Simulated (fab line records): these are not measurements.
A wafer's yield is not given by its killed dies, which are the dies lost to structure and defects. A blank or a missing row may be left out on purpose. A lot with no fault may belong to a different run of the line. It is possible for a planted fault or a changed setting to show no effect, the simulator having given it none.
Chamber matching -- flow n5-finfet -- N5_BEOL_M14_CMP_49 on cmp-02: 3 sister chambers
The step polishes, stops on SiO2, t overpolish 5.2 s, target thk 560 nm. 6 wafers are shown with their chamber, then 5 later ones without.

== WAFERS WITH THEIR CHAMBER ==
wafer,chamber,motor-current-A (A),clearing-platen-rpm (rpm)
L082.3,2,8.1,79.99
L086.3,3,8.7,79.98
L086.4,0,8.6,80.02
L086.5,2,8.0,80.01
L089.1,3,8.6,80.00
L089.4,0,8.9,80.00

== WAFERS WHOSE CHAMBER IS MISSING ==
wafer,motor-current-A (A),clearing-platen-rpm (rpm)
L089.6,8.8,79.97
L090.3,8.3,80.01
L090.4,8.3,80.05
L094.2,8.9,80.03
L094.4,8.3,80.02

== EACH ONE'S CHAMBER ==
wafer,from the rows above,in truth
L089.6,can't be placed: 3 or 0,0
L090.3,can't be placed: 2 or 3 or 0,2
L090.4,can't be placed: 2 or 0 or 3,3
L094.2,can't be placed: 0 or 3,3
L094.4,can't be placed: 2 or 3 or 0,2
Placed correctly: 0 of 5. Not placeable from these rows: 5 (in 5, the candidates include the true chamber). 0 placed wrongly.
How it was worked out, from the rows above alone: a wafer's distance from a chamber is the root of the sum, over the readings, of the square of ((its reading less the chamber's mean) divided by the reading's scatter). If the next closest chamber is less than 2 further off than the closest, the wafer can't be placed; otherwise it belongs to the closest. For every chamber, the mean is computed from those of its wafers that are shown. The scatter: the root of (the sum of the squares of (reading less its chamber's mean) over the shown wafers, divided by (wafers less chambers)).
